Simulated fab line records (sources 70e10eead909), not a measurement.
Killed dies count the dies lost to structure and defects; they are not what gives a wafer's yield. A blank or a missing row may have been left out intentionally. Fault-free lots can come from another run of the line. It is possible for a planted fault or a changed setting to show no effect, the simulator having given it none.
Matching of chambers | flow nand harc | 3 sister chambers for NHARC_P_STI_ETCH_15 on rie si-04
The step etches the open film in HBr/Cl2, target depth 300 nm, time 100.1 s. 6 wafers are shown with their chamber, then 5 later ones without.

== EACH WAFER AND ITS CHAMBER ==
wafer  | chamber | drypump motor current A (A) | throttle valve pct (%)
L449.5 | 1       | 6.1                         | 26.405
L456.6 | 1       | 6.0                         | 26.408
L462.4 | 0       | 5.7                         | 26.396
L462.5 | 2       | 6.2                         | 26.425
L464.1 | 0       | 5.8                         | 26.405
L464.2 | 2       | 6.2                         | 26.412

== WAFERS WHOSE CHAMBER IS MISSING ==
wafer  | drypump motor current A (A) | throttle valve pct (%)
L464.4 | 6.1                         | 26.406
L465.1 | 6.2                         | 26.404
L469.1 | 5.8                         | 26.415
L469.2 | 6.2                         | 26.411
L469.3 | 6.1                         | 26.422

== CHAMBER TAKEN BY EACH ==
wafer  | from the rows above     | in truth
L464.4 | can't be placed: 1 or 2 | 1
L465.1 | can't be placed: 2 or 1 | 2
L469.1 | 0                       | 0
L469.2 | can't be placed: 2 or 1 | 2
L469.3 | can't be placed: 2 or 1 | 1
Correctly placed: 1 of 5. Unplaceable from these rows: 4, with the true chamber sitting among the candidates in 4. Wrongly placed: 0.
How it was worked out, from the rows above alone: a wafer's distance from a chamber is the root of the sum, over the readings, of the square of ((its reading less the chamber's mean) divided by the reading's scatter). If the next closest chamber is less than 2 further off than the closest, the wafer can't be placed; otherwise it belongs to the closest. The mean given for a chamber averages the wafers shown for that chamber. The scatter: the root of (the sum of the squares of (reading less its chamber's mean) over the shown wafers, divided by (wafers less chambers)).
